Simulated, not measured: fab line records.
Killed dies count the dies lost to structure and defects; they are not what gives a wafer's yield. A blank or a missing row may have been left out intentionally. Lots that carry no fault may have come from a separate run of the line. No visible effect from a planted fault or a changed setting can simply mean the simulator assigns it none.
A lot that was struck, set against a sound lot -- flow n5-finfet -- 24 steps out of a route of 1938
Sound: these wafers, L169.2, L169.4, L169.6. Struck: wafer L173.1. (L173.4, L173.5 of the same lot were not struck and are left out.) The cause comes at the end.
For every step that has rows: the tool of each side, followed by ch and its chambers, followed by its first start. Under that, the readings that differ: sound wafers -- struck wafers -- difference of the means -- sigmas: that difference in standard deviations of wafers without a fault.
alike: a reading whose means differ by less than 2 such deviations, as well as words and numbers matching on both sides. not compared: withheld readings; readings where some wafer has no value; bounds like >300 that might hide an equal value; numbers whose values overlap and for which the record gives no deviation.
The two part at a step that has a row with sigmas, a row that says differs or no value, or rows on one side only. Non-overlapping numbers with no deviation appear without sigmas and do not part them. Lack of a reading on every wafer of one side parts them only where that side has two or more wafers.

first, 9 steps without rows for these wafers: N5_BEOL_M9_ALD_74 (deposits TaN, target thk 2 nm, pulse time 2 s, purge time 3 s); N5_BEOL_M9_SURFACE_TREAT_79; N5_BEOL_M9_CVD_78 (deposits Co from CCTBA/H2, target thk 2 nm, time 138.9 s); N5_BEOL_M9_SPUTTER_48 (material Cu, target thk 12 nm, time 2 s); N5_BEOL_M9_ECD_50 (material Cu, target thk 318 nm); N5_BEOL_M9_ANNEAL_51 (time 90 s); N5_BEOL_M9_CMP_52 (polishes, stops on SiCOH lowk, t overpolish 7 s, target thk 140 nm); N5_BEOL_M9_PRE_CLEAN_55 (time 15 s); N5_BEOL_M9_DEP_56 (deposits SiCN from 3MS/NH3, target thk 15 nm, time 26.5 s).
N5_BEOL_M10_ILD_DEP_00: deposits SiCOH lowk from DEMS/porogen, target thk 308.51 nm, time 58 s.
  sound on pecvd-03 ch 0,1,2, day 11 02:55; struck on pecvd-03 ch 2, day 12 00:40
  alike: chamber-pressure-Torr, heater-power-w, rf-fwd-power-W, showerhead-plenum-p-Torr, showerhead-vpp-V, throttle-valve-pct
then, 11 steps without rows for these wafers: N5_BEOL_M10_CURE_71 (cures SiCOH lowk, time 240 s); N5_BEOL_M10_PECVD_70 (deposits SiO2 from TEOS/O2, target thk 20 nm, time 22.7 s); N5_BEOL_M10_HM_DEP_02 (deposits TiN, target thk 20 nm); N5_BEOL_M10_COAT_59 (time 60 s, resist thk 100 nm); N5_BEOL_M10_COAT_60 (time 60 s, resist thk 30 nm); N5_BEOL_M10_COAT_05 (resist thk 90 nm); N5_BEOL_M10_EBR_07; N5_BEOL_M10_SOFTBAKE_06 (time 60 s); N5_BEOL_M10_EXPOSE_08 (exposes mask M10); N5_BEOL_M10_PEB_09 (peb time 60 s); N5_BEOL_M10_DEVELOP_10 (develop time 30 s).
N5_BEOL_M10_INSPECT_13: inspects for defects (brightfield).
  struck on defect-inspect-02, day 12 04:10; sound on defect-inspect-02, day 11 05:28
reading,sound,struck,difference,sigmas
raw-defect-count,686 454 608,853,+270,+3
then, 1 step without rows for these wafers: N5_BEOL_M10_DESCUM_16 (chemistry O2, time 7.9 s).
-- record jumps: 3 days separate the struck wafers' starts on either side; left off in module BEOL_M10, taken up again in module PASSIVATION, whose first shown step is the route's number 1936 --
N5_PASSIVATION_PROBE_49:
  struck on prober-01, day 14 16:52; sound on prober-01, day 13 06:16
reading,sound,struck,difference,sigmas
defect-limited-yield (%),90.2 90.6 91.1,82.7,-7.9,-6
killed_at_M4_up,6 8 11,136,+128,+24
killed-at-front-end,51 55 47,28,-23,-2
killed-at-other,10 11 8,2,-8,-3
killed-dies,116 111 105,204,+93,+5
sort_bin_5_function (%),5.6 5.5 4.7,10.7,+5.4,+6
sort-n-pass,1064 1069 1075,976,-93,-5
sort-yield-pct (%),90.2 90.6 91.1,82.7,-7.9,-6
  alike: killed_at_M0_to_M3, killed-at-contacts, killed-on-rim, killed-open, killed-short, sort_bin_6_memory

WHERE THEY PART
At N5_BEOL_M10_INSPECT_13 first; at N5_PASSIVATION_PROBE_49 last (within this record only).

WHY: the cause the simulator had injected
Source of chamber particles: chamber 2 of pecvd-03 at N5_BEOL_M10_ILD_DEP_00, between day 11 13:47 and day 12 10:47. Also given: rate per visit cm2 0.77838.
